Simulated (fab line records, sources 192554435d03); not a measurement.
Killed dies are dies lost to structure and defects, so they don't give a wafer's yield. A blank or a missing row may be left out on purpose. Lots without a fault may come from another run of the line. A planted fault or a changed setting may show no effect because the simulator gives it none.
fab line records | flow n5_finfet
record lots=7 wafers=21
route steps=1938 shown BEOL_M13@1659 BEOL_M14@1751
start_h: hours from the record's first day to the start of the lot's first wafer shown | wait_h: hours since the lot's step before | " the same as in the row above | L1.1+2: a row that stands for several wafers | - no value, or no start given | * or withheld: withheld | < > ~ a bound
route shown NAME@n: a module of which the file shows steps, and the number in the route of the first | usual: mean/standard deviation of fault-free wafers | same: alike in all rows | chamber/n: place in a boat | sites: the reading at each site | _std_site: their standard deviation | _edge_site: outer sites' mean less inner sites' | radius_mm: how far each site lies from the wafer's centre | mask NAME#n: copy n | behind: the tool/chamber that last shaped the wafer | hold: why the lot was held/for how many hours/how that ended | device: the transistor (n, p or np) that didn't switch | end of line: the same wafers' tests at the end of the route | a step without rows: its recipe alone | killed: dies lost to structure and defects at the first sort, not the wafer's yield | map: a wafer's dies, x killed, . not, _ none there
set.NAME: the setting as run; set.NAME@STEP: as run at that earlier step | model.NAME: the simulator's own value behind a step, which no gauge read
lots whose settings were changed on purpose; a table a step, a row a wafer
## steps
# step N5_BEOL_M13_ILD_DEP_00
# recipe material=SiOC target_thk_a=8379.2 temp_c=350 precursor=DEMS/O2 pressure_torr=5 rf_w=500 time_s=166.4
# columns lot.wafer tool chamber start_h wait_h set.time_s model.SiOC_of_BEOL_M13_ILD_DEP_00.thk_nm
L075.1 pecvd-02 0 253.14 0.0 166.4 831.6
L075.3 " 2 " " 166.4 824.2
L075.5 " 0 " " 166.4 840.8
L082.1 pecvd-01 2 287.76 0.0 166.4 837
L082.2 " 1 " " 166.4 837.4
L082.6 " 1 " " 166.4 849.4
L083.1 pecvd-01 2 294.17 0.0 166.4 843.4
L083.3 " 0 " " 152 774.6
L083.4 " 0 " " 152 781.8
L087.1 pecvd-03 0 325.23 0.0 166.4 838.6
L087.2 " 1 " " 166.4 825.2
L087.4 " 2 " " 166.4 832.4
L093.3 pecvd-02 1 355.46 0.0 166.4 829.4
L093.5 " 1 " " 166.4 864
L093.6 " 2 " " 190.5 959.4
L095.2 pecvd-03 2 373.38 0.0 166.4 825.6
L095.4 " 2 " " 166.4 840.8
L095.6 " 0 " " 166.4 857.4
L096.1 pecvd-03 1 380.25 0.0 187.9 939.2
L096.3 " 2 " " 166.4 831
L096.6 " 0 " " 166.4 843.8
# step N5_BEOL_M13_THK_MEAS_01
# recipe reads=SiOC_of_BEOL_M13_ILD_DEP_00
# usual M13_ILD_THK=838/11
# columns lot.wafer tool chamber start_h wait_h set.time_s@BEOL_M13_ILD_DEP_00 M13_ILD_THK[nm]
L075.1 film_metro-02 - 253.29 0.1 166.4 832
L075.3 " - " " 166.4 824
L075.5 " - " " 166.4 840
L082.1 film_metro-02 - 287.91 0.1 166.4 837
L082.2 " - " " 166.4 838
L082.6 " - " " 166.4 849
L083.1 film_metro-02 - 294.32 0.1 166.4 843
L083.3 " - " " 152 775
L083.4 " - " " 152 781
L087.1 film_metro-01 - 325.38 0.1 166.4 838
L087.2 " - " " 166.4 825
L087.4 " - " " 166.4 833
L093.3 film_metro-01 - 355.61 0.1 166.4 829
L093.5 " - " " 166.4 864
L093.6 " - " " 190.5 960
L095.2 film_metro-02 - 373.53 0.1 166.4 825
L095.4 " - " " 166.4 841
L095.6 " - " " 166.4 858
L096.1 film_metro-02 - 380.40 0.1 187.9 939
L096.3 " - " " 166.4 831
L096.6 " - " " 166.4 844
# step N5_BEOL_M13_COAT_58
# recipe resist=BARC temp_c=205 time_s=60 spin_rpm=1500 resist_thk_nm=89
# step N5_BEOL_M13_COAT_04
# recipe spin_rpm=1625 resist_thk_nm=400
# step N5_BEOL_M13_DESCUM_15
# recipe chemistry=O2 time_s=7.9 source_power_w=50 bias_power_w=20 pressure_mtorr=20 rf_frequency_hz=2.712e+07 temp_c=40 o2_flow_sccm=225
# step N5_BEOL_M13_ETCH_59
# recipe chemistry=N2/H2 target=BARC target_depth_a=890 overetch_a=267 time_s=67.9 ion_energy_ev=200 pressure_mtorr=30 source_w=840 bias_w=150 n2_flow_sccm=200 h2_flow_sccm=200
# step N5_BEOL_M13_VIA_ETCH_16
# recipe chemistry=C4F8/O2/Ar target=SiOC pressure_mtorr=30 source_w=3000 bias_w=700 Ar_flow_sccm=400 C4F8_flow_sccm=15 O2_flow_sccm=8 he_inner_torr=15 he_outer_torr=30 target_depth_a=9217 time_s=withheld ion_energy_ev=250 ends=cleared
# columns lot.wafer tool chamber start_h wait_h set.time_s@BEOL_M13_ILD_DEP_00 model.etch.depth_nm model.coat_of_BEOL_M13_COAT_04.thk_nm
L075.1 rie_diel-06 3 253.80 0.0 * 831.6 72.6
L075.3 " 0 " " * 824.3 74.8
L075.5 " 3 " " * 840.7 67.8
L082.1 rie_diel-05 2 288.51 0.0 * 837 69.8
L082.2 " 0 " " * 837.5 71.2
L082.6 " 2 " " * 849.5 63.6
L083.1 rie_diel-01 1 295.02 0.0 * 843.4 71
L083.3 " 3 " " * 774.5 86.8
L083.4 " 2 " " * 781.8 83.6
L087.1 rie_diel-05 2 326.19 0.0 * 838.6 68.2
L087.2 " 3 " " * 825.2 71.6
L087.4 " 1 " " * 832.5 71.6
L093.3 rie_diel-05 1 356.09 0.0 * 829.4 70.2
L093.5 " 1 " " * 863.9 58.8
L093.6 " 0 " " * 959.4 32.6
L095.2 rie_diel-01 0 374.01 0.0 * 825.6 72.6
L095.4 " 3 " " * 840.8 65.4
L095.6 " 2 " " * 857.4 61
L096.1 rie_diel-01 1 380.89 0.0 * 939.1 42
L096.3 " 3 " " * 831 71.4
L096.6 " 2 " " * 843.8 67.8
# step N5_BEOL_M13_STRIP_63
# recipe chemistry=N2/H2 power_w=1000 temp_c=250 h2_frac=0.65 overash_fraction=0.3 pressure_mtorr=1000 n2_flow_sccm=1750 h2_flow_sccm=3250
# usual oes_product_au=0.674/0.0045 strip_time_to_endpoint_s=27.5/1.1
# columns lot.wafer tool chamber start_h wait_h set.time_s@BEOL_M13_ILD_DEP_00 oes_product_au strip_time_to_endpoint_s
L075.1 plasma_asher-02 1 254.04 - 166.4 0.678 28.4
L075.3 " 1 " " 166.4 0.677 29.1
L075.5 " 0 " " 166.4 0.672 27.0
L082.1 plasma_asher-02 0 288.74 - 166.4 0.677 27.6
L082.2 " 1 " " 166.4 0.674 28.0
L082.6 " 0 " " 166.4 0.677 25.8
L083.1 plasma_asher-01 0 295.26 - 166.4 0.668 28.0
L083.3 " 1 " " 152 0.689 32.5
L083.4 " 0 " " 152 0.682 31.6
L087.1 plasma_asher-01 1 326.43 - 166.4 0.674 27.1
L087.2 " 0 " " 166.4 0.673 28.1
L087.4 " 1 " " 166.4 0.683 28.1
L093.3 plasma_asher-02 1 356.34 - 166.4 0.677 27.7
L093.5 " 0 " " 166.4 0.671 24.3
L093.6 " 1 " " 190.5 0.640 15.9
L095.2 plasma_asher-02 0 374.24 - 166.4 0.675 28.4
L095.4 " 0 " " 166.4 0.675 26.3
L095.6 " 1 " " 166.4 0.670 25.0
L096.1 plasma_asher-02 1 381.13 - 187.9 0.655 19.1
L096.3 " 1 " " 166.4 0.675 28.1
L096.6 " 1 " " 166.4 0.677 27.0
# step N5_BEOL_M13_PEB_26
# recipe peb_temp_c=130 peb_time_s=90
# columns lot.wafer tool chamber start_h wait_h set.peb_time_s
L075.1+3 litho_track-01 0 254.61 0.1 102.9
L075.5 " 0 " " 90
L082.1+2+6 litho_track-01 0 289.28 0.1 90
L083.1+3+4 litho_track-01 0 295.81 0.1 90
L087.1+2 litho_track-05 0 326.97 0.1 73.12
L087.4 " 0 " " 90
L093.3+5 litho_track-03 0 356.87 0.0 90
L093.6 " 0 " " 82.68
L095.2 litho_track-01 0 374.66 0.0 90
L095.4+6 " 0 " " 79.49
L096.1 litho_track-01 0 381.55 0.1 75.29
L096.3+6 " 0 " " 90
# step N5_BEOL_M13_DEVELOP_27
# recipe develop_time_s=45 rinse_liquid=diw dry=air_spin dev_temp_c=21
# step N5_BEOL_M13_HARDBAKE_32
# recipe temp_c=130 time_s=120
# step N5_BEOL_M13_CD_MEAS_28
# recipe target_cd_nm=209.5 landing_energy_ev=500 detector=se_inlens
# usual cd_nm=210.1/1.7
# columns lot.wafer tool chamber start_h wait_h set.peb_time_s@BEOL_M13_PEB_26 cd_nm
L075.1 cd_sem-01 0 254.73 - 102.9 213.4
L075.3 " 0 " " 102.9 214.8
L075.5 " 0 " " 90 208.3
L082.1 cd_sem-03 0 289.40 - 90 213.4
L082.2 " 0 " " 90 213.4
L082.6 " 0 " " 90 212.6
L083.1 cd_sem-02 0 295.92 - 90 210.1
L083.3 " 0 " " 90 210.7
L083.4 " 0 " " 90 209.6
L087.1 cd_sem-01 0 327.08 - 73.12 204.0
L087.2 " 0 " " 73.12 205.5
L087.4 " 0 " " 90 212.2
L093.3 cd_sem-03 0 356.98 - 90 208.9
L093.5 " 0 " " 90 209.1
L093.6 " 0 " " 82.68 208.7
L095.2 cd_sem-01 0 374.78 - 90 211.8
L095.4 " 0 " " 79.49 205.5
L095.6 " 0 " " 79.49 207.5
L096.1 cd_sem-03 0 381.66 - 75.29 208.2
L096.3 " 0 " " 90 210.8
L096.6 " 0 " " 90 211.4
# step N5_BEOL_M13_DESCUM_33
# recipe chemistry=O2 time_s=7.9 source_power_w=50 bias_power_w=20 pressure_mtorr=20 rf_frequency_hz=2.712e+07 temp_c=40 o2_flow_sccm=225
# columns lot.wafer tool chamber start_h wait_h set.peb_time_s@BEOL_M13_PEB_26 model.BEOL_M13.cd_nm
L075.1 rie_diel-05 3 254.82 0.0 102.9 213.4
L075.3 " 0 " " 102.9 214.8
L075.5 " 0 " " 90 208.6
L082.1 rie_diel-05 2 289.53 0.1 90 213.6
L082.2 " 3 " " 90 213
L082.6 " 2 " " 90 212.6
L083.1 rie_diel-01 2 296.01 0.0 90 210.2
L083.3 " 3 " " 90 210.8
L083.4 " 0 " " 90 209.8
L087.1 rie_diel-01 0 327.17 0.0 73.12 204
L087.2 " 2 " " 73.12 205.4
L087.4 " 0 " " 90 212.4
L093.3 rie_diel-01 1 357.07 0.0 90 208.8
L093.5 " 2 " " 90 209.2
L093.6 " 0 " " 82.68 208.6
L095.2 rie_diel-06 3 374.86 0.0 90 211.8
L095.4 " 3 " " 79.49 205.4
L095.6 " 0 " " 79.49 207.4
L096.1 rie_diel-06 0 381.75 0.0 75.29 207.8
L096.3 " 2 " " 90 210.8
L096.6 " 1 " " 90 211.2
# step N5_BEOL_M13_ETCH_67
# recipe chemistry=CF4 target=SiARC target_depth_a=1430 time_s=238.3 ion_energy_ev=80 pressure_mtorr=40 source_w=545 bias_w=36 Ar_flow_sccm=100 cf4_flow_sccm=100 ends=cleared
# columns lot.wafer tool chamber start_h wait_h set.peb_time_s@BEOL_M13_PEB_26 model.BEOL_M13.cd_nm
L075.1 rie_diel-05 3 254.85 0.0 102.9 214.6
L075.3 " 0 " " 102.9 216.2
L075.5 " 0 " " 90 209
L082.1 rie_diel-05 2 289.57 0.0 90 213
L082.2 " 3 " " 90 213.8
L082.6 " 2 " " 90 212.4
L083.1 rie_diel-01 2 296.04 0.0 90 209.6
L083.3 " 3 " " 90 210.6
L083.4 " 0 " " 90 209.4
L087.1 rie_diel-01 0 327.21 0.0 73.12 204
L087.2 " 2 " " 73.12 205.4
L087.4 " 0 " " 90 212.4
L093.3+5 rie_diel-01 1,2 357.10 0.0 90 209.6
L093.6 " 0 " " 82.68 208.6
L095.2 rie_diel-06 3 374.90 0.0 90 212.8
L095.4 " 3 " " 79.49 207.2
L095.6 " 0 " " 79.49 208.4
L096.1 rie_diel-06 0 381.79 0.0 75.29 208.2
L096.3 " 2 " " 90 210.6
L096.6 " 1 " " 90 211.2
# step N5_BEOL_M13_TRENCH_ETCH_34
# recipe chemistry=C4F8/O2/Ar target=SiOC target_depth_a=4134.7 mask_material=SOC pressure_mtorr=30 source_w=3000 bias_w=700 Ar_flow_sccm=400 C4F8_flow_sccm=15 O2_flow_sccm=8 he_inner_torr=15 he_outer_torr=30 time_s=162.6 ion_energy_ev=250
# columns lot.wafer tool chamber start_h wait_h set.time_s model.etch.depth_nm
L075.1 rie_diel-05 3 255.22 0.0 162.6 404.5
L075.3 " 0 " " 162.6 417
L075.5 " 0 " " 133.4 338.5
L082.1 rie_diel-05 2 289.94 0.0 162.6 417.6
L082.2 " 3 " " 162.6 398.9
L082.6 " 2 " " 162.6 419.7
L083.1+4 rie_diel-01 2,0 296.41 0.0 133 338.9
L083.3 " 3 " " 162.6 406.4
L087.1 rie_diel-01 0 327.57 0.0 162.6 410.9
L087.2 " 2 " " 162.6 410.6
L087.4 " 0 " " 127.6 322.6
L093.3 rie_diel-01 1 357.47 0.0 173.2 453.6
L093.5 " 2 " " 162.6 412.2
L093.6 " 0 " " 162.6 423.7
L095.2 rie_diel-06 3 375.27 0.0 162.6 409.1
L095.4 " 3 " " 162.6 406.7
L095.6 " 0 " " 162.6 414.3
L096.1 rie_diel-06 0 382.15 0.0 178.8 447.8
L096.3 " 2 " " 162.6 408.5
L096.6 " 1 " " 178.8 459.8
# step N5_BEOL_M13_STRIP_70
# recipe chemistry=C4F8/O2/Ar resist=SiARC rf_frequency_hz=6e+07
# step N5_BEOL_M13_OCD_MEAS_35
# usual trench_depth_nm=411/6.7
# columns lot.wafer tool chamber start_h wait_h set.time_s@BEOL_M13_TRENCH_ETCH_34 trench_depth_nm
L075.1 ocd-01 - 255.40 0.0 162.6 405
L075.3 " - " " 162.6 418
L075.5 " - " " 133.4 339
L082.1 ocd-01 - 290.11 0.0 162.6 417
L082.2 " - " " 162.6 399
L082.6 " - " " 162.6 420
L083.1 ocd-01 - 296.59 0.0 133 339
L083.3 " - " " 162.6 406
L083.4 " - " " 133 339
L087.1 ocd-02 - 327.75 0.0 162.6 410
L087.2 " - " " 162.6 411
L087.4 " - " " 127.6 323
L093.3 ocd-02 - 357.65 0.0 173.2 454
L093.5 " - " " 162.6 412
L093.6 " - " " 162.6 424
L095.2 ocd-02 - 375.44 0.0 162.6 409
L095.4 " - " " 162.6 407
L095.6 " - " " 162.6 414
L096.1 ocd-02 - 382.33 0.0 178.8 447
L096.3 " - " " 162.6 408
L096.6 " - " " 178.8 460
# step N5_BEOL_M13_STRIP_37
# recipe chemistry=N2/H2 power_w=1000 temp_c=250 h2_frac=0.65 overash_fraction=0.3 pressure_mtorr=withheld n2_flow_sccm=1750 h2_flow_sccm=3250
# step N5_BEOL_M13_ETCH_38
# recipe chemistry=CF4/N2 target=SiCN target_depth_a=675 taper_deg=2 time_s=71.9 ion_energy_ev=150 mask_material=SiO2 pressure_mtorr=40 source_w=430 bias_w=70 Ar_flow_sccm=100 cf4_flow_sccm=60 n2_flow_sccm=60
# step N5_BEOL_M13_ECD_47
# recipe material=Cu target_thk_a=9360
# step N5_BEOL_M13_ANNEAL_48
# recipe temp_c=225 time_s=90 ambient=N2
# step N5_BEOL_M13_CMP_49
# recipe stop_on=SiOC t_overpolish_s=17.1 down_force_psi=1 platen_rpm=50 clearing_platen_down_force_psi=1.5 clearing_platen_rpm=50 post_cmp_clean=cu_alkaline target_thk_nm=420 clearing_platen_pad_velocity_m_s=0.99484 pad_velocity_m_s=0.99484
# columns lot.wafer tool chamber start_h wait_h set.time_s@BEOL_M13_TRENCH_ETCH_34 model.Cu_of_BEOL_M13_ECD_47.thk_nm
L075.1 cmp-01 0 256.70 0.3 162.6 410.6
L075.3 " 3 " " 162.6 424
L075.5 " 1 " " 133.4 345.6
L082.2 cmp-01 2 293.15 0.2 162.6 406
L082.1 " 0 " " 162.6 424.4
L082.6 " 2 " " 162.6 426.4
L083.4 cmp-01 0 300.88 0.2 133 345.2
L083.1 " 1 " " 133 345.6
L083.3 " 2 " " 162.6 412.8
L087.1 cmp-01 2 332.67 0.3 162.6 415.2
L087.4 " 3 " " 127.6 327.4
L087.2 " 0 " " 162.6 413.8
L093.3 cmp-01 3 362.15 0.2 173.2 458
L093.6 " 2 " " 162.6 429
L093.5 " 3 " " 162.6 417.6
L095.4 cmp-01 1 380.33 0.1 162.6 412.6
L095.2 " 3 " " 162.6 414.6
L095.6 " 1 " " 162.6 419.4
L096.1 cmp-02 0 385.93 0.3 178.8 454.8
L096.3 " 1 " " 162.6 415
L096.6 " 0 " " 178.8 466.8
# step N5_BEOL_M13_THK_MEAS_50
# recipe thk_meas_gauge=xrf reads=Cu_of_BEOL_M13_ECD_47
# usual M13_THK=412/7.1
# columns lot.wafer tool chamber start_h wait_h set.time_s@BEOL_M13_TRENCH_ETCH_34 M13_THK[nm]
L075.1 film_metro-01 - 257.00 - 162.6 397
L075.3 " - " " 162.6 412
L075.5 " - " " 133.4 335
L082.1 film_metro-01 - 293.44 - 162.6 418
L082.2 " - " " 162.6 401
L082.6 " - " " 162.6 420
L083.1 film_metro-02 - 301.17 - 133 342
L083.3 " - " " 162.6 406
L083.4 " - " " 133 340
L087.1 film_metro-01 - 332.93 - 162.6 408
L087.2 " - " " 162.6 406
L087.4 " - " " 127.6 321
L093.3 film_metro-01 - 362.41 - 173.2 448
L093.5 " - " " 162.6 409
L093.6 " - " " 162.6 421
L095.2 film_metro-01 - 380.62 - 162.6 406
L095.4 " - " " 162.6 403
L095.6 " - " " 162.6 414
L096.1 film_metro-02 - 386.19 - 178.8 447
L096.3 " - " " 162.6 407
L096.6 " - " " 178.8 459
# step N5_BEOL_M13_PRE_CLEAN_52
# recipe gas=NH3 time_s=15 temp_c=withheld rf_power_w=300
# step N5_BEOL_M13_DEP_53
# recipe material=SiCN target_thk_a=500 temp_c=withheld precursor=3MS/NH3 pressure_torr=3 rf_w=675 time_s=17.8
# step N5_BEOL_M13_RS_MEAS_54
# recipe thk_meas_gauge=four-point-probe reads=Cu_of_BEOL_M13_ECD_47+Ta_of_BEOL_M13_SPUTTER_44+TaN_of_BEOL_M13_SPUTTER_43
# usual M13_RS=0.0451/0.00075
# columns lot.wafer tool chamber start_h wait_h set.time_s@BEOL_M13_TRENCH_ETCH_34 M13_RS[ohm/sq]
L075.1 film_metro-01 - 257.13 0.0 162.6 0.0459
L075.3 " - " " 162.6 0.0444
L075.5 " - " " 133.4 0.0550
L082.1 film_metro-01 - 293.57 0.0 162.6 0.0443
L082.2 " - " " 162.6 0.0464
L082.6 " - " " 162.6 0.0442
L083.1 film_metro-01 - 301.30 0.0 133 0.0549
L083.3 " - " " 162.6 0.0458
L083.4 " - " " 133 0.0549
L087.1 film_metro-02 - 333.06 0.0 162.6 0.0455
L087.2 " - " " 162.6 0.0456
L087.4 " - " " 127.6 0.0582
L093.3 film_metro-02 - 362.53 0.1 173.2 0.0410
L093.5 " - " " 162.6 0.0452
L093.6 " - " " 162.6 0.0439
L095.2 film_metro-01 - 380.75 0.1 162.6 0.0454
L095.4 " - " " 162.6 0.0457
L095.6 " - " " 162.6 0.0449
L096.1 film_metro-01 - 386.32 0.0 178.8 0.0413
L096.3 " - " " 162.6 0.0454
L096.6 " - " " 178.8 0.0402
# step N5_BEOL_M14_ETCH_68
# recipe chemistry=N2/H2 target=SOC mask_material=SiARC source_w=3000 bias_w=350 temp_c=40 time_s=450 ion_energy_ev=200 pressure_mtorr=30 n2_flow_sccm=200 h2_flow_sccm=200
# columns lot.wafer tool chamber start_h wait_h set.time_s model.SiARC_of_BEOL_M14_COAT_66.thk_nm
L075.1 rie_diel-04 3 259.05 0.1 450 65.2
L075.3 " 1 " " 499.1 60.4
L075.5 " 1 " " 499.1 60.2
L082.1 rie_diel-04 1 295.54 0.1 450 65.4
L082.2 " 0 " " 450 65.2
L082.6 " 0 " " 450 64.6
L083.1 rie_diel-04 3 303.10 0.1 450 64.8
L083.3 " 2 " " 450 63.8
L083.4 " 1 " " 450 64.4
L087.1 rie_diel-04 3 335.02 0.1 499.1 61.2
L087.2 " 1 " " 450 65.2
L087.4 " 0 " " 450 64.6
L093.3+5 rie_diel-04 3 364.42 0.1 526.7 58
L093.6 " 0 " " 526.7 57
L095.2 rie_diel-02 3 382.95 0.1 420.2 67.4
L095.4 " 2 " " 420.2 68.8
L095.6 " 2 " " 450 65.8
L096.1 rie_diel-03 0 388.12 0.1 450 65.2
L096.3 " 2 " " 450 64.8
L096.6 " 0 " " 417.9 68.4
# step N5_BEOL_M14_SPUTTER_43
# recipe material=TaN target_thk_a=150 temp_c=50 bias_v=168.6 power_w=15000 chamber_pressure_pa=0.12 time_s=24.19
# columns lot.wafer tool chamber start_h wait_h set.time_s model.TaN_of_BEOL_M14_SPUTTER_43.thk_nm
L075.1+3 pvd_sputter-01 - 261.19 0.0 24.19 14.8
L075.5 " - " " 26.52 16.2
L082.1+6 pvd_sputter-02 - 299.34 0.0 24.19 15.2
L082.2 " - " " 24.19 15
L083.1+3 pvd_sputter-02 - 308.54 0.0 21.43 13.6
L083.4 " - " " 24.19 15.2
L087.1 pvd_sputter-02 - 337.70 0.0 24.19 15.4
L087.2 " - " " 24.19 15.2
L087.4 " - " " 22.72 14.2
L093.3 pvd_sputter-03 - 373.28 0.0 24.19 14.8
L093.5 " - " " 27.79 17.4
L093.6 " - " " 27.79 17.2
L095.2+6 pvd_sputter-01 - 385.08 0.0 21.47 13.2
L095.4 " - " " 24.19 15
L096.1+6 pvd_sputter-01 - 393.74 0.0 24.19 15
L096.3 " - " " 27.23 16.6
## key
split step=N5_BEOL_M13_ILD_DEP_00 setting=time_s stated=166.4 by=wafer
response step=N5_BEOL_M13_ILD_DEP_00 reading=model.SiOC_of_BEOL_M13_ILD_DEP_00.thk_nm change=+7.78 per=1% r=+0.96
response step=N5_BEOL_M13_THK_MEAS_01 reading=M13_ILD_THK change=+7.76 per=1% r=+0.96
response step=N5_BEOL_M13_VIA_ETCH_16 reading=model.etch.depth_nm change=+7.78 per=1% r=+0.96
response step=N5_BEOL_M13_VIA_ETCH_16 reading=model.coat_of_BEOL_M13_COAT_04.thk_nm change=-2.08 per=1% r=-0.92
response step=N5_BEOL_M13_STRIP_63 reading=oes_product_au change=-0.00204 per=1% r=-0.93
response step=N5_BEOL_M13_STRIP_63 reading=strip_time_to_endpoint_s change=* per=1% r=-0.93
split step=N5_BEOL_M13_PEB_26 setting=peb_time_s stated=90 by=wafer
response step=N5_BEOL_M13_CD_MEAS_28 reading=cd_nm change=+0.326 per=1% r=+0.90
response step=N5_BEOL_M13_DESCUM_33 reading=model.BEOL_M13.cd_nm change=+0.333 per=1% r=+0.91
response step=N5_BEOL_M13_ETCH_67 reading=model.BEOL_M13.cd_nm change=+0.338 per=1% r=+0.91
split step=N5_BEOL_M13_TRENCH_ETCH_34 setting=time_s stated=162.6 by=wafer
response step=N5_BEOL_M13_TRENCH_ETCH_34 reading=model.etch.depth_nm change=+4.06 per=1% r=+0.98
response step=N5_BEOL_M13_OCD_MEAS_35 reading=trench_depth_nm change=+4.06 per=1% r=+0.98
response step=N5_BEOL_M13_CMP_49 reading=model.Cu_of_BEOL_M13_ECD_47.thk_nm change=+4.03 per=1% r=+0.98
response step=N5_BEOL_M13_THK_MEAS_50 reading=M13_THK change=+3.91 per=1% r=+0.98
response step=N5_BEOL_M13_RS_MEAS_54 reading=M13_RS change=-0.000544 per=1% r=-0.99
split step=N5_BEOL_M14_ETCH_68 setting=time_s stated=450 by=wafer
response step=N5_BEOL_M14_ETCH_68 reading=model.SiARC_of_BEOL_M14_COAT_66.thk_nm change=-0.401 per=1% r=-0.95
split step=N5_BEOL_M14_SPUTTER_43 setting=time_s stated=24.19 by=wafer
response step=N5_BEOL_M14_SPUTTER_43 reading=model.TaN_of_BEOL_M14_SPUTTER_43.thk_nm change=+0.151 per=1% r=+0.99
